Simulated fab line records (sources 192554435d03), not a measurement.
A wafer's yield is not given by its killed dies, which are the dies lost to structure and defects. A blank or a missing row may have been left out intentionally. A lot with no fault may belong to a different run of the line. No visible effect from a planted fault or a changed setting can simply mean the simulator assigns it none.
fab line records	flow n5-finfet
record lots=7	wafers=21
route steps=1938 shown BEOL_M6@1221 BEOL_M7@1270 BEOL_M8@1332 BEOL_M9@1407
start-h: start of the lot's first displayed wafer, in hours after the record's first day	wait-h: hours since the lot's step before	" unchanged from the row above	L1.1+2: one row covering several wafers at once	- no value, or no start was given	* or withheld: withheld	< > ~ a bound
route shown NAME@n: NAME is a module with steps in the file, n the number in the route of the first one	usual: mean/standard deviation taken from wafers without a fault	same: alike in all rows	chamber/n: place in a boat	sites: per-site readings	_std_site: their standard deviation	_edge_site: the outer-site mean with the inner-site mean subtracted	radius-mm: for every site, how far away it sits from the centre of the wafer	mask NAME#n: copy n	behind: tool/chamber where the wafer was last shaped	hold: why the lot went on hold/how many hours it stayed there/how the hold came to an end	device: whichever transistor did not switch (one of n, p or np)	end of line: tests run on the same wafers once the route is complete	a step without rows: its recipe alone	killed: the dies lost at the first sort to structure and to defects; this is not the yield of the wafer	map: the dies of a wafer, with x for killed, . for not killed, _ for no die there
set.NAME: setting as actually run; set.NAME@STEP: the setting as run at that earlier step	model.NAME: the simulator's own value behind a step, which no gauge read
lots with deliberately changed settings; one table per step, one row per wafer
## steps
# step N5_BEOL_M6_COAT_22
# recipe resist=CAR-EUV	spin-rpm=1500	resist-thk-nm=30
lot.wafer	tool	chamber	start-h	wait-h	set.spin-rpm	model.CAR-EUV_of_BEOL_M6_COAT_22.thk-nm
L079.3+5+6	litho-track-01	0	-	-	1500	29.8
L080.1+5+6	litho-track-01	0	-	-	1500	30
L087.1	litho-track-01	0	-	-	1500	30.2
L087.4+5	"	0	"	"	1500	30
L086.1	litho-track-04	0	-	-	1378	31.2
L086.2+3	"	0	"	"	1500	30
L088.1	litho-track-02	0	-	-	1500	29.8
L088.3+6	"	0	"	"	1380	31.2
L089.2	litho-track-02	0	-	-	1639	28.8
L089.4	"	0	"	"	1500	30
L089.6	"	0	"	"	1639	28.6
L093.4+5+6	litho-track-02	0	-	-	1500	30
# step N5_BEOL_M6_EBR_24
# recipe solvent=PGMEA	ebr-width-mm=1.5
# step N5_BEOL_M6_SOFTBAKE_23
# recipe temp-c=110	time-s=60	resist=CAR-EUV
# step N5_BEOL_M6_EXPOSE_25
# recipe mask-id=V5	na=0.33	source-shape=annular	sigma-inner=0.4	sigma-outer=0.8	polarization=unpolarized	target-cd-nm=40	dose-mj=45
# step N5_BEOL_M6_PEB_26
# recipe peb-temp-c=100	peb-time-s=60	resist=CAR-EUV
# step N5_BEOL_M6_DEVELOP_27
# recipe develop-time-s=30	developer=TMAH	resist=CAR-EUV	rinse-liquid=surfactant-rinse	dry=air-spin	dev-temp-c=23
lot.wafer	tool	chamber	start-h	wait-h	set.spin-rpm@BEOL_M6_COAT_22	model.CAR-EUV_of_BEOL_M6_COAT_22.thk-nm
L079.3	litho-track-04	0	-	-	1500	29.2
L079.5+6	"	0	"	"	1500	29.4
L080.1+5+6	litho-track-02	0	-	-	1500	29.6
L087.1+4+5	litho-track-04	0	-	-	1500	29.6
L086.1	litho-track-04	0	-	-	1378	30.8
L086.2	"	0	"	"	1500	29.6
L086.3	"	0	"	"	1500	29.4
L088.1	litho-track-02	0	-	-	1500	29.4
L088.3+6	"	0	"	"	1380	30.8
L089.2+6	litho-track-01	0	-	-	1639	28.2
L089.4	"	0	"	"	1500	29.6
L093.4	litho-track-01	0	-	-	1500	29.6
L093.5+6	"	0	"	"	1500	29.4
# step N5_BEOL_M7_COAT_05
# recipe resist=CAR-ArF	spin-rpm=1500	resist-thk-nm=90
lot.wafer	tool	chamber	start-h	wait-h	set.spin-rpm	model.CAR-ArF_of_BEOL_M7_COAT_05.thk-nm
L079.3+5	litho-track-03	0	-	-	1500	90
L079.6	"	0	"	"	1500	90.2
L080.1+6	litho-track-03	0	-	-	1578	88.2
L080.5	"	0	"	"	1500	90.6
L087.1	litho-track-05	0	-	-	1500	90.6
L087.4	"	0	"	"	1500	90.4
L087.5	"	0	"	"	1500	90.8
L086.1	litho-track-05	0	-	-	1500	90.6
L086.2+3	"	0	"	"	1500	90.4
L088.1+3	litho-track-02	0	-	-	1500	89.8
L088.6	"	0	"	"	1414	92.2
L089.2	litho-track-03	0	-	-	1572	88.2
L089.4	"	0	"	"	1500	90.4
L089.6	"	0	"	"	1500	90.2
L093.4	litho-track-05	0	-	-	1600	87.6
L093.5	"	0	"	"	1600	88
L093.6	"	0	"	"	1600	87.4
# step N5_BEOL_M7_EBR_07
# recipe solvent=PGMEA	ebr-width-mm=1.5
# step N5_BEOL_M7_SOFTBAKE_06
# recipe temp-c=110	time-s=60	resist=CAR-ArF
# step N5_BEOL_M7_EXPOSE_08
# recipe mask-id=M7	na=1.35	source-shape=dipole	sigma-inner=0.817	sigma-outer=0.97	polarization=te	dose-mj=68.25
# step N5_BEOL_M7_PEB_09
# recipe peb-temp-c=withheld	peb-time-s=60	resist=CAR-ArF
# step N5_BEOL_M7_DEVELOP_10
# recipe develop-time-s=30	developer=TMAH	resist=CAR-ArF	rinse-liquid=diw	dry=air-spin	dev-temp-c=23
lot.wafer	tool	chamber	start-h	wait-h	set.spin-rpm@BEOL_M7_COAT_05	model.CAR-ArF_of_BEOL_M7_COAT_05.thk-nm
L079.3+5	litho-track-02	0	-	-	1500	88.2
L079.6	"	0	"	"	1500	88.4
L080.1	litho-track-02	0	-	-	1578	86.6
L080.5	"	0	"	"	1500	88.8
L080.6	"	0	"	"	1578	86.4
L087.1+4	litho-track-05	0	-	-	1500	88.8
L087.5	"	0	"	"	1500	89.2
L086.1+2+3	litho-track-05	0	-	-	1500	88.8
L088.1+3	litho-track-03	0	-	-	1500	88
L088.6	"	0	"	"	1414	90.6
L089.2	litho-track-03	0	-	-	1572	86.4
L089.4	"	0	"	"	1500	88.6
L089.6	"	0	"	"	1500	88.4
L093.4	litho-track-05	0	-	-	1600	86
L093.5	"	0	"	"	1600	86.4
L093.6	"	0	"	"	1600	85.8
# step N5_BEOL_M8_ILD_DEP_00
# recipe material=SiCOH_lowk	target-thk-a=1797.5	temp-c=300	precursor=DEMS/porogen	pressure-torr=5	rf-w=500	time-s=33.4
lot.wafer	tool	chamber	start-h	wait-h	set.time-s	model.SiCOH_lowk_of_BEOL_M8_ILD_DEP_00.thk-nm
L079.3	pecvd-03	2	243.82	0.0	33.4	177.6
L079.5	"	0	"	"	33.4	178
L079.6	"	1	"	"	33.4	180
L080.1	pecvd-02	0	253.59	0.0	30.21	158.6
L080.5	"	1	"	"	33.4	179.8
L080.6	"	2	"	"	33.4	178
L087.1	pecvd-03	2	275.53	0.0	35.78	192.6
L087.4	"	1	"	"	35.78	196.4
L087.5	"	2	"	"	33.4	184.8
L086.1	pecvd-02	0	278.74	0.0	33.4	180.6
L086.2	"	2	"	"	31.12	167.6
L086.3	"	1	"	"	33.4	181.6
L088.1	pecvd-03	0	284.66	0.0	33.4	178.6
L088.3	"	2	"	"	36.52	196.8
L088.6	"	2	"	"	33.4	181.6
L089.2	pecvd-03	0	290.55	0.0	32.14	173.8
L089.4	"	2	"	"	32.14	178.2
L089.6	"	1	"	"	33.4	186.6
L093.4	pecvd-02	2	327.10	0.1	33.4	182.6
L093.5	"	1	"	"	33.4	183.2
L093.6	"	0	"	"	33.4	181.4
# step N5_BEOL_M8_CURE_74
# recipe temp-c=385	time-s=240	ambient=He/Ar	material=SiCOH_lowk
lot.wafer	tool	chamber	start-h	wait-h	set.time-s@BEOL_M8_ILD_DEP_00	model.SiCOH_lowk_of_BEOL_M8_ILD_DEP_00.thk-nm
L079.3	uv-cure-03	1	244.05	0.2	33.4	153
L079.5	"	1	"	"	33.4	153.6
L079.6	"	1	"	"	33.4	155.2
L080.1	uv-cure-03	1	253.66	0.0	30.21	136.6
L080.5	"	1	"	"	33.4	155
L080.6	"	1	"	"	33.4	153.4
L087.1	uv-cure-02	1	275.61	0.1	35.78	166.2
L087.4	"	1	"	"	35.78	169.6
L087.5	"	1	"	"	33.4	159.4
L086.1	uv-cure-03	2	278.80	0.0	33.4	155.8
L086.2	"	2	"	"	31.12	144.4
L086.3	"	2	"	"	33.4	156.6
L088.1	uv-cure-02	2	285.04	0.4	33.4	154
L088.3	"	2	"	"	36.52	169.8
L088.6	"	2	"	"	33.4	156.6
L089.2	uv-cure-02	2	290.69	0.1	32.14	149.8
L089.4	"	2	"	"	32.14	153.6
L089.6	"	2	"	"	33.4	160.8
L093.4	uv-cure-02	0	327.39	0.3	33.4	157.4
L093.5	"	0	"	"	33.4	158
L093.6	"	0	"	"	33.4	156.4
# step N5_BEOL_M8_THK_MEAS_01
# recipe reads=SiCOH_lowk_of_BEOL_M8_ILD_DEP_00
# usual M8_ILD_THK=155.3/2.2
lot.wafer	tool	chamber	start-h	wait-h	set.time-s@BEOL_M8_ILD_DEP_00	M8_ILD_THK[nm]
L079.3	film-metro-02	-	244.40	0.3	33.4	153.2
L079.5	"	-	"	"	33.4	153.6
L079.6	"	-	"	"	33.4	155.4
L080.1	film-metro-01	-	254.17	0.4	30.21	136.5
L080.5	"	-	"	"	33.4	155.0
L080.6	"	-	"	"	33.4	153.5
L087.1	film-metro-01	-	276.13	0.4	35.78	166.3
L087.4	"	-	"	"	35.78	169.5
L087.5	"	-	"	"	33.4	159.4
L086.1	film-metro-02	-	279.31	0.4	33.4	155.8
L086.2	"	-	"	"	31.12	144.3
L086.3	"	-	"	"	33.4	156.6
L088.1	film-metro-02	-	285.55	0.4	33.4	153.9
L088.3	"	-	"	"	36.52	169.9
L088.6	"	-	"	"	33.4	156.7
L089.2	film-metro-01	-	291.13	0.4	32.14	149.8
L089.4	"	-	"	"	32.14	153.6
L089.6	"	-	"	"	33.4	161.0
L093.4	film-metro-02	-	327.66	0.2	33.4	157.4
L093.5	"	-	"	"	33.4	158.1
L093.6	"	-	"	"	33.4	156.4
# step N5_BEOL_M8_DEP_56
# recipe material=SiCN	target-thk-a=100	temp-c=withheld	precursor=3MS/NH3	pressure-torr=3	rf-w=202	time-s=17.5
lot.wafer	tool	chamber	start-h	wait-h	set.time-s	model.SiCN_of_BEOL_M8_DEP_56.thk-nm
L079.3	pecvd-03	1	253.65	0.0	17.5	10
L079.5+6	"	1,0	"	"	17.5	10.2
L080.1+6	pecvd-02	2	266.72	0.0	17.5	9.8
L080.5	"	0	"	"	15.62	9
L087.1	pecvd-02	0	284.08	0.0	16.51	9.4
L087.4	"	1	"	"	16.51	9.2
L087.5	"	0	"	"	17.5	10
L086.1	pecvd-03	1	285.67	0.0	18.18	10.4
L086.2+3	"	2,0	"	"	17.5	10
L088.1+3	pecvd-04	2,0	294.94	0.0	17.5	10
L088.6	"	0	"	"	17.5	10.2
L089.2+4	pecvd-04	1,0	301.64	0.0	17.5	9.8
L089.6	"	1	"	"	17.5	10
L093.4	pecvd-04	2	335.98	0.0	14.89	8.6
L093.5+6	"	1,0	"	"	17.5	10
# step N5_BEOL_M9_COAT_60
# recipe resist=SiARC	temp-c=220	time-s=60	spin-rpm=1500	resist-thk-nm=30
lot.wafer	tool	chamber	start-h	wait-h	set.spin-rpm	model.SiARC_of_BEOL_M9_COAT_60.thk-nm
L079.3+5	litho-track-05	0	-	-	1500	30
L079.6	"	0	"	"	1500	30.2
L080.1+6	litho-track-02	0	-	-	1500	30
L080.5	"	0	"	"	1601	29
L087.1	litho-track-02	0	-	-	1500	30
L087.4+5	"	0	"	"	1580	29.2
L086.1+3	litho-track-05	0	-	-	1382	31.4
L086.2	"	0	"	"	1500	30
L088.1	litho-track-05	0	-	-	1500	30.2
L088.3+6	"	0	"	"	1420	31
L089.2	litho-track-04	0	-	-	1500	30
L089.4+6	"	0	"	"	1587	29.2
L093.4+5+6	litho-track-05	0	-	-	1500	30
# step N5_BEOL_M9_EXPOSE_08
# recipe mask-id=M9	na=1.35	source-shape=dipole	sigma-inner=0.411	sigma-outer=0.611	polarization=te	dose-mj=53.75
lot.wafer	tool	chamber	start-h	wait-h	mask	set.dose-mj
L079.3+5+6	arfi-scanner-01	0	258.59	-	M9#0	53.75
L080.1+5+6	arfi-scanner-03	0	269.25	-	M9#0	53.75
L087.1	arfi-scanner-03	0	285.63	-	M9#0	50.48
L087.4+5	"	0	"	"	M9#0	53.75
L086.1+2+3	arfi-scanner-03	0	288.06	-	M9#0	53.75
L088.1	arfi-scanner-02	0	299.68	-	M9#0	53.75
L088.3+6	"	0	"	"	M9#0	55.65
L089.2	arfi-scanner-02	0	303.31	-	M9#0	49.74
L089.4+6	"	0	"	"	M9#0	53.75
L093.4+6	arfi-scanner-01	0	339.53	-	M9#0	55.94
L093.5	"	0	"	"	M9#0	53.75
# step N5_BEOL_M9_PEB_09
# recipe peb-temp-c=withheld	peb-time-s=60	resist=CAR-ArF
# step N5_BEOL_M9_DEVELOP_10
# recipe develop-time-s=30	developer=TMAH	resist=CAR-ArF	rinse-liquid=diw	dry=air-spin	dev-temp-c=23
# step N5_BEOL_M9_CD_MEAS_11
# recipe target-cd-nm=64.1	landing-energy-ev=500	detector=se-inlens	polarity=opening
# usual cd-nm=63.5/0.51
lot.wafer	tool	chamber	start-h	wait-h	set.dose-mj@BEOL_M9_EXPOSE_08	cd-nm
L079.3	cd-sem-02	0	258.71	-	53.75	62.9
L079.5	"	0	"	"	53.75	63.3
L079.6	"	0	"	"	53.75	63.3
L080.1	cd-sem-01	0	269.38	-	53.75	64.4
L080.5	"	0	"	"	53.75	64.0
L080.6	"	0	"	"	53.75	63.2
L087.1	cd-sem-02	0	285.75	-	50.48	60.2
L087.4	"	0	"	"	53.75	63.2
L087.5	"	0	"	"	53.75	64.1
L086.1	cd-sem-01	0	288.19	-	53.75	63.4
L086.2	"	0	"	"	53.75	63.5
L086.3	"	0	"	"	53.75	63.7
L088.1	cd-sem-01	0	299.80	-	53.75	64.2
L088.3	"	0	"	"	55.65	65.2
L088.6	"	0	"	"	55.65	65.8
L089.2	cd-sem-03	0	303.43	-	49.74	59.8
L089.4	"	0	"	"	53.75	63.5
L089.6	"	0	"	"	53.75	63.4
L093.4	cd-sem-02	0	339.64	-	55.94	65.0
L093.5	"	0	"	"	53.75	63.3
L093.6	"	0	"	"	55.94	65.6
# step N5_BEOL_M9_DESCUM_16
# recipe chemistry=O2	time-s=7.9	source-power-w=50	bias-power-w=20	pressure-mtorr=20	rf-frequency-hz=2.712e+07	temp-c=40	resist=CAR-ArF	o2-flow-sccm=225
# step N5_BEOL_M9_ETCH_61
# recipe chemistry=CF4	target=SiARC	target-depth-a=390	mask-material=CAR-ArF	time-s=65	ion-energy-ev=80	pressure-mtorr=40	source-w=545	bias-w=36	Ar_flow_sccm=100	cf4-flow-sccm=100	ends=cleared
lot.wafer	tool	chamber	start-h	wait-h	set.spin-rpm@BEOL_M9_COAT_60	set.dose-mj@BEOL_M9_EXPOSE_08	model.CAR-ArF_of_BEOL_M9_COAT_05.thk-nm	model.etch.depth-nm	model.BEOL_M9.cd-offset-nm
L079.3	rie-diel-04	3	258.83	0.0	1500	53.75	55.6	30.04	-0.6
L079.5	"	3	"	"	1500	53.75	55.8	29.98	-0.8
L079.6	"	0	"	"	1500	53.75	55.6	30.14	-0.8
L080.1	rie-diel-04	1	269.50	0.0	1500	53.75	55.8	29.9	0
L080.5	"	0	"	"	1601	53.75	56.4	29.07	-0.4
L080.6	"	3	"	"	1500	53.75	55.6	29.94	-0.8
L087.1	rie-diel-04	2	285.88	0.0	1500	50.48	55.2	30.03	-3.6
L087.4	"	3	"	"	1580	53.75	55.8	29.16	-0.6
L087.5	"	2	"	"	1580	53.75	56	29.25	0
L086.1	rie-diel-05	0	288.51	0.0	1382	53.75	55	31.32	-0.8
L086.2	"	2	"	"	1500	53.75	56.4	30	-0.4
L086.3	"	1	"	"	1382	53.75	55	31.36	-0.4
L088.1	rie-diel-01	1	300.02	0.0	1500	53.75	55.6	30.15	0.4
L088.3	"	3	"	"	1420	55.65	55.2	31	1
L088.6	"	2	"	"	1420	55.65	55.2	30.97	1.6
L089.2	rie-diel-04	2	304.40	0.0	1500	49.74	55.6	29.98	-4
L089.4+6	"	0,3	"	"	1587	53.75	56.4	29.14	-0.6
L093.4	rie-diel-04	0	339.76	0.0	1500	55.94	55.4	30.06	1.2
L093.5	"	3	"	"	1500	53.75	55.8	30.02	-1
L093.6	"	0	"	"	1500	55.94	55.8	30	1.8
# step N5_BEOL_M9_ETCH_62
# recipe chemistry=N2/H2	target=SOC	target-depth-a=1100	overetch-a=220	mask-material=SiARC	temp-c=40	time-s=165	ion-energy-ev=200	pressure-mtorr=30	source-w=840	bias-w=150	n2-flow-sccm=200	h2-flow-sccm=200
# usual rf-vpp-V=524.1/1.9
lot.wafer	tool	chamber	start-h	wait-h	set.source-w	set.dose-mj@BEOL_M9_EXPOSE_08	rf-vpp-V	model.BEOL_M9.cd-offset-nm
L079.3	rie-diel-04	3	258.88	0.0	840	53.75	525.8	-0.4
L079.5	"	3	"	"	840	53.75	524.8	-0.6
L079.6	"	0	"	"	840	53.75	523.7	-1
L080.1	rie-diel-04	1	269.55	0.0	840	53.75	526.4	0
L080.5	"	0	"	"	840	53.75	525.8	-0.8
L080.6	"	3	"	"	840	53.75	525.9	-0.6
L087.1	rie-diel-04	2	285.93	0.0	984.5	50.48	492.5	-3
L087.4	"	3	"	"	840	53.75	526.0	-0.4
L087.5	"	2	"	"	840	53.75	521.9	0.2
L086.1	rie-diel-05	0	288.56	0.0	840	53.75	529.0	-1
L086.2	"	2	"	"	840	53.75	523.2	-0.4
L086.3	"	1	"	"	840	53.75	525.3	-0.2
L088.1	rie-diel-01	1	300.07	0.0	964.2	53.75	500.4	1
L088.3	"	3	"	"	964.2	55.65	497.2	1.2
L088.6	"	2	"	"	840	55.65	522.5	1.8
L089.2	rie-diel-04	2	304.45	0.0	840	49.74	522.8	-4.2
L089.4	"	0	"	"	759.7	53.75	542.3	-1.4
L089.6	"	3	"	"	840	53.75	524.7	-0.4
L093.4	rie-diel-04	0	339.81	0.0	914.9	55.94	509.9	1.6
L093.5	"	3	"	"	914.9	53.75	511.6	-0.4
L093.6	"	0	"	"	840	55.94	524.6	1.8
# step N5_BEOL_M9_STRIP_68
# recipe chemistry=N2/H2	temp-c=40	n2-flow-sccm=200	h2-flow-sccm=200	rf-frequency-hz=6e+07
# step N5_BEOL_M9_STRIP_67
# recipe chemistry=CF4	resist=SiARC	power-w=300	bias-power-w=75	pressure-mtorr=50	cf4-flow-sccm=150	rf-frequency-hz=6e+07
# step N5_BEOL_M9_HM_OPEN_17
# recipe chemistry=Cl2/BCl3	target-depth-a=200	overetch-a=60	target=TiN	mask-material=SOC	ion-energy-ev=150	pressure-mtorr=10	icp-w=1000	bias-w=126	Cl2_flow_sccm=53.25	bcl3-flow-sccm=21.75	Ar_flow_sccm=25
lot.wafer	tool	chamber	start-h	wait-h	set.dose-mj@BEOL_M9_EXPOSE_08	model.BEOL_M9.cd-offset-nm
L079.3+5	rie-metal-03	1	259.10	0.1	53.75	-0.4
L079.6	"	0	"	"	53.75	-1
L080.1	rie-metal-02	1	269.74	0.0	53.75	0
L080.5	"	0	"	"	53.75	-0.8
L080.6	"	1	"	"	53.75	-0.6
L087.1	rie-metal-03	1	286.11	0.0	50.48	-2.8
L087.4	"	1	"	"	53.75	-0.2
L087.5	"	1	"	"	53.75	0.4
L086.1	rie-metal-03	1	288.75	0.0	53.75	-1
L086.2	"	0	"	"	53.75	-0.4
L086.3	"	0	"	"	53.75	0
L088.1	rie-metal-01	0	300.26	0.0	53.75	1
L088.3	"	0	"	"	55.65	1.4
L088.6	"	0	"	"	55.65	1.8
L089.2	rie-metal-01	0	304.66	0.1	49.74	-4.2
L089.4	"	0	"	"	53.75	-1.2
L089.6	"	0	"	"	53.75	-0.4
L093.4	rie-metal-02	1	340.03	0.1	55.94	1.4
L093.5	"	1	"	"	53.75	-0.4
L093.6	"	0	"	"	55.94	1.8
# step N5_BEOL_M9_STRIP_19
# recipe chemistry=O2	power-w=400	temp-c=40	pressure-mtorr=30	rf-frequency-hz=6e+07	bias-power-w=0	overash-fraction=0.2	o2-flow-sccm=225
# step N5_BEOL_M9_CD_MEAS_18
# recipe pitch-nm=140	target-cd-nm=70
# usual cd-nm=69.5/0.55
lot.wafer	tool	chamber	start-h	wait-h	set.dose-mj@BEOL_M9_EXPOSE_08	cd-nm
L079.3	cd-sem-01	-	259.28	0.1	53.75	69.5
L079.5	"	-	"	"	53.75	69.6
L079.6	"	-	"	"	53.75	69.0
L080.1	cd-sem-02	-	269.92	0.0	53.75	70.1
L080.5	"	-	"	"	53.75	69.1
L080.6	"	-	"	"	53.75	69.5
L087.1	cd-sem-02	-	286.29	0.0	50.48	67.2
L087.4	"	-	"	"	53.75	69.7
L087.5	"	-	"	"	53.75	70.2
L086.1	cd-sem-03	-	288.98	0.0	53.75	69.3
L086.2	"	-	"	"	53.75	69.4
L086.3	"	-	"	"	53.75	69.6
L088.1	cd-sem-01	-	300.71	0.0	53.75	71.0
L088.3	"	-	"	"	55.65	71.2
L088.6	"	-	"	"	55.65	71.7
L089.2	cd-sem-02	-	304.94	0.1	49.74	65.7
L089.4	"	-	"	"	53.75	68.6
L089.6	"	-	"	"	53.75	69.7
L093.4	cd-sem-02	-	340.23	0.1	55.94	71.0
L093.5	"	-	"	"	53.75	69.8
L093.6	"	-	"	"	55.94	72.0
# step N5_BEOL_M9_COAT_63
# recipe resist=SOC	temp-c=250	time-s=60	spin-rpm=1500	resist-thk-nm=60
# step N5_BEOL_M9_COAT_64
# recipe resist=SiARC	temp-c=220	time-s=60	spin-rpm=1500	resist-thk-nm=12
# step N5_BEOL_M9_PRECLEAN_42
# recipe chemistry=residue-remover	time-s=60	temp-c=40
# step N5_BEOL_M9_SRD_43
# recipe time-s=30	temp-c=23	rinse-liquid=diw	dry=ipa-marangoni
# step N5_BEOL_M9_CD_MEAS_35
# recipe target-cd-nm=70	target-cd-y-nm=40	polarity=opening
# usual cd-nm=69.5/0.61
lot.wafer	tool	chamber	start-h	wait-h	set.dose-mj@BEOL_M9_EXPOSE_08	cd-nm
L079.3	cd-sem-03	-	262.18	0.0	53.75	69.4
L079.5	"	-	"	"	53.75	69.9
L079.6	"	-	"	"	53.75	69.0
L080.1	cd-sem-03	-	271.24	0.0	53.75	70.5
L080.5	"	-	"	"	53.75	69.2
L080.6	"	-	"	"	53.75	69.2
L087.1	cd-sem-02	-	288.44	0.0	50.48	67.1
L087.4	"	-	"	"	53.75	69.9
L087.5	"	-	"	"	53.75	70.4
L086.1	cd-sem-02	-	293.00	0.0	53.75	68.8
L086.2	"	-	"	"	53.75	69.7
L086.3	"	-	"	"	53.75	69.8
L088.1	cd-sem-02	-	302.12	0.0	53.75	71.0
L088.3	"	-	"	"	55.65	71.3
L088.6	"	-	"	"	55.65	72.0
L089.2	cd-sem-01	-	306.00	0.0	49.74	65.9
L089.4	"	-	"	"	53.75	68.4
L089.6	"	-	"	"	53.75	69.6
L093.4	cd-sem-01	-	341.34	0.0	55.94	71.3
L093.5	"	-	"	"	53.75	69.9
L093.6	"	-	"	"	55.94	71.9
## key
split step=N5_BEOL_M6_COAT_22	setting=spin-rpm	stated=1500	by=wafer
response step=N5_BEOL_M6_COAT_22	reading=model.CAR-EUV_of_BEOL_M6_COAT_22.thk-nm	change=-0.153	per=1%	r=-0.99
response step=N5_BEOL_M6_DEVELOP_27	reading=model.CAR-EUV_of_BEOL_M6_COAT_22.thk-nm	change=-0.161	per=1%	r=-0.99
split step=N5_BEOL_M7_COAT_05	setting=spin-rpm	stated=1500	by=wafer
response step=N5_BEOL_M7_COAT_05	reading=model.CAR-ArF_of_BEOL_M7_COAT_05.thk-nm	change=-0.438	per=1%	r=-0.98
response step=N5_BEOL_M7_DEVELOP_10	reading=model.CAR-ArF_of_BEOL_M7_COAT_05.thk-nm	change=-0.445	per=1%	r=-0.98
split step=N5_BEOL_M8_ILD_DEP_00	setting=time-s	stated=33.4	by=wafer
response step=N5_BEOL_M8_ILD_DEP_00	reading=model.SiCOH_lowk_of_BEOL_M8_ILD_DEP_00.thk-nm	change=+1.9	per=1%	r=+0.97
response step=N5_BEOL_M8_CURE_74	reading=model.SiCOH_lowk_of_BEOL_M8_ILD_DEP_00.thk-nm	change=+1.65	per=1%	r=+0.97
response step=N5_BEOL_M8_THK_MEAS_01	reading=M8_ILD_THK	change=+1.66	per=1%	r=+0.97
split step=N5_BEOL_M8_DEP_56	setting=time-s	stated=17.5	by=wafer
response step=N5_BEOL_M8_DEP_56	reading=model.SiCN_of_BEOL_M8_DEP_56.thk-nm	change=+0.0909	per=1%	r=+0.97
split step=N5_BEOL_M9_COAT_60	setting=spin-rpm	stated=1500	by=wafer
response step=N5_BEOL_M9_COAT_60	reading=model.SiARC_of_BEOL_M9_COAT_60.thk-nm	change=-0.156	per=1%	r=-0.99
response step=N5_BEOL_M9_ETCH_61	reading=model.CAR-ArF_of_BEOL_M9_COAT_05.thk-nm	change=+0.133	per=1%	r=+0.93
response step=N5_BEOL_M9_ETCH_61	reading=model.etch.depth-nm	change=-0.151	per=1%	r=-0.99
split step=N5_BEOL_M9_EXPOSE_08	setting=dose-mj	stated=53.75	by=wafer
response step=N5_BEOL_M9_CD_MEAS_11	reading=cd-nm	change=+0.5	per=1%	r=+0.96
response step=N5_BEOL_M9_ETCH_61	reading=model.BEOL_M9.cd-offset-nm	change=+0.483	per=1%	r=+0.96
response step=N5_BEOL_M9_ETCH_62	reading=model.BEOL_M9.cd-offset-nm	change=+0.432	per=1%	r=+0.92
response step=N5_BEOL_M9_HM_OPEN_17	reading=model.BEOL_M9.cd-offset-nm	change=+0.438	per=1%	r=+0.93
response step=N5_BEOL_M9_CD_MEAS_18	reading=cd-nm	change=+0.415	per=1%	r=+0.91
response step=N5_BEOL_M9_CD_MEAS_35	reading=cd-nm	change=+0.423	per=1%	r=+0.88
split step=N5_BEOL_M9_ETCH_62	setting=source-w	stated=840	by=wafer
response step=N5_BEOL_M9_ETCH_62	reading=rf-vpp-V	change=-1.74	per=1%	r=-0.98
